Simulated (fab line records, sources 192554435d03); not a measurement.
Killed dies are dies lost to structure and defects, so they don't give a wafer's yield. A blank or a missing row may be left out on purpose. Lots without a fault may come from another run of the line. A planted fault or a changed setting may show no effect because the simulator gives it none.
Problem report in the 8D (eight disciplines) form, filled by code | flow n5_finfet | the parts of the form that need people (team, actions taken, sign-off) are left out

1. THE PROBLEM
COMB_M1_max_site at N5_BEOL_M4_RC_MEAS_101 reads a mean of 1e-09 S/m on 3 wafers of 2 lots; wafers without a fault read 8e-11 S/m with a standard deviation of 1.8e-11. That is +72 standard deviations from the usual mean.
First seen on wafer L526.4, day 10 02:48, on prober-02. The record holds 25 wafers of 9 lots with a number at this step. Rule for "out", or "out of limits": more than 4 standard deviations from the usual mean. The other wafers with a number count as sound.

2. WHAT IT IS AND WHAT IT IS NOT
question                    | is                        | is not
which readings at this step | COMB_M1_max_site, COMB_M1 | IOFF_N, IOFF_P, ION_N, ION_P, SS_P, VT_N, VT_P
which lots                  | L526, L527                | L529, L534, L536, L537, L538, L539, L540
which wafers of those lots  | L526.4, L527.1, L527.4    | L526.3, L526.5, L527.2
read on which gauges        | prober-01, prober-02      | -
when                        | from day 10 02:48         | up to then (2 sound wafers); but 20 sound wafers of L527, L529, L534, L536, L537, L538, L539, L540 came after

3. SUSPECTS, AND WHAT RULES EACH OUT
Counting: a tool at a process step up to the reading stays a suspect if it ran every lot that is out. Sound lots after the first of them don't rule it out here, since some wafers of a struck lot are sound.
- the gauge at N5_BEOL_M4_RC_MEAS_101: ruled out. The wafers that are out were read on 2 gauges (prober-01, prober-02).
- ald_metal-02 at N5_BEOL_M1_ALD_84 (deposits TaN, pulse time 2 s, purge time 3 s, co reactant purge time 2 s): kept. It ran every lot that is out, first L526 (day 8 17:20).
- pvd_sputter-01 at N5_BEOL_M1_SPUTTER_81 (material Cu, target thk 4.5 nm, time 8.29 s): kept. It ran every lot that is out, first L526 (day 8 18:14).
- pvd_sputter-01 at N5_BEOL_M1_ANNEAL_89 (time 240 s): kept. It ran every lot that is out, first L526 (day 8 18:46).
Left after counting: ald_metal-02 at N5_BEOL_M1_ALD_84, pvd_sputter-01 at N5_BEOL_M1_SPUTTER_81, pvd_sputter-01 at N5_BEOL_M1_ANNEAL_89.

4. THE CAUSE (what the simulator had put in)
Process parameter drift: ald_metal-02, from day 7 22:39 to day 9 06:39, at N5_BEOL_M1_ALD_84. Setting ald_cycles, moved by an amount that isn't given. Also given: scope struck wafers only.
Counting left 3 suspects, and this tool is among them.

5. THE CHAIN OF EFFECTS, in route order
Each row: a reading whose mean over the struck wafers that have a number lies more than 3 standard deviations from the usual. Only readings for which the record gives a usual standard deviation are gone through. hours: the time from each lot's start at the first step in this table that gives one to its start at this step, as a median over the lots. sigmas: the change in usual standard deviations.
hours | step                    | reading              | usual       | on struck wafers | change   | sigmas
0     | N5_BEOL_M4_RC_MEAS_101  | COMB_M1              | 5.6e-11 S/m | 9.0e-10          | +8.4e-10 | +70
0     | N5_BEOL_M4_RC_MEAS_101  | COMB_M1_max_site     | 8e-11 S/m   | 1e-09            | +1e-09   | +72
96    | N5_PASSIVATION_PROBE_49 | defect_limited_yield | 91.1 %      | 57.9             | -33.2    | -24
96    | N5_PASSIVATION_PROBE_49 | killed_at_M0_to_M3   | 33          | 428              | +395     | +43
96    | N5_PASSIVATION_PROBE_49 | killed_dies          | 105         | 497              | +392     | +24
96    | N5_PASSIVATION_PROBE_49 | killed_on_rim        | 13          | 60               | +47      | +12
96    | N5_PASSIVATION_PROBE_49 | sort_bin_4_leakage   | 0.00 %      | 34.26            | +34.26   | +99 or more
96    | N5_PASSIVATION_PROBE_49 | sort_n_pass          | 1075        | 683              | -392     | -24
96    | N5_PASSIVATION_PROBE_49 | sort_yield_pct       | 91.1 %      | 57.9             | -33.2    | -24
The process steps in it:
- N5_PASSIVATION_PROBE_49

6. WHAT WOULD HAVE CAUGHT IT SOONER
In this record the first reading out of limits at a measuring or inspecting step was taken at day 10 02:48, 52 hours after the fault began at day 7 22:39.
Of the tool readings at N5_BEOL_M1_ALD_84 for which the record gives a usual standard deviation, none was out on any struck wafer, so an alarm limit of 4 standard deviations on them would not have fired.
All the lots that are out (2) had begun N5_BEOL_M1_ALD_84 on ald_metal-02 by day 10 02:48. A hold on the tool at that time would have spared none of them.
